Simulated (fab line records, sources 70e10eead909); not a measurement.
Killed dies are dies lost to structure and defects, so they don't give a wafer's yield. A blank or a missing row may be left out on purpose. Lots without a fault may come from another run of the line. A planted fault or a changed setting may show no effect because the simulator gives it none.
Chamber matching | flow nand_harc | NHARC_P_M2_CMP_23 on cmp-03: 4 sister chambers
The step polishes, t overpolish 20 s, target thk 144.3 nm. 8 wafers are shown with their chamber, then 9 later ones without.

WAFERS WITH THEIR CHAMBER
wafer  | chamber | motor_current_A (A) | time_to_endpoint_s (s)
L307.1 | 3       | 11.5                | 25.1
L315.1 | 2       | 14.4                | 23.0
L317.2 | 2       | 13.5                | 28.1
L317.5 | 1       | 12.9                | 27.1
L317.6 | 0       | 11.8                | 27.8
L316.2 | 1       | 14.1                | 29.5
L316.3 | 0       | 10.9                | 31.0
L316.4 | 3       | 11.9                | 30.2

WAFERS WITHOUT THEIR CHAMBER
wafer  | motor_current_A (A) | time_to_endpoint_s (s)
L324.1 | 13.3                | 29.6
L324.2 | 10.7                | 29.0
L324.3 | 11.0                | 27.3
L328.1 | 11.4                | 29.2
L328.3 | 13.7                | 34.0
L328.6 | 11.6                | 29.8
L329.2 | 13.6                | 31.7
L329.4 | 12.9                | 29.7
L329.5 | 11.1                | 29.6

WHICH CHAMBER EACH WENT THROUGH
wafer  | from the rows above               | in truth
L324.1 | can't be placed: 1 or 2           | 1
L324.2 | can't be placed: 0 or 3           | 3
L324.3 | can't be placed: 0 or 3           | 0
L328.1 | can't be placed: 0 or 3           | 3
L328.3 | can't be placed: 1 or 2 or 3      | 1
L328.6 | can't be placed: 0 or 3           | 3
L329.2 | can't be placed: 1 or 2           | 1
L329.4 | can't be placed: 1 or 3 or 2 or 0 | 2
L329.5 | can't be placed: 0 or 3           | 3
Placed correctly: 0 of 9. Can't be placed from these rows: 9 (the true chamber is among the candidates in 9). Placed wrongly: 0.
How it was worked out, from the rows above alone: a wafer's distance from a chamber is the root of the sum, over the readings, of the square of ((its reading less the chamber's mean) divided by the reading's scatter). The wafer belongs to the nearest chamber; if the next one is less than 2 further off, it can't be placed. A chamber's mean is the mean of its shown wafers. The scatter: the root of (the sum of the squares of (reading less its chamber's mean) over the shown wafers, divided by (wafers less chambers)).
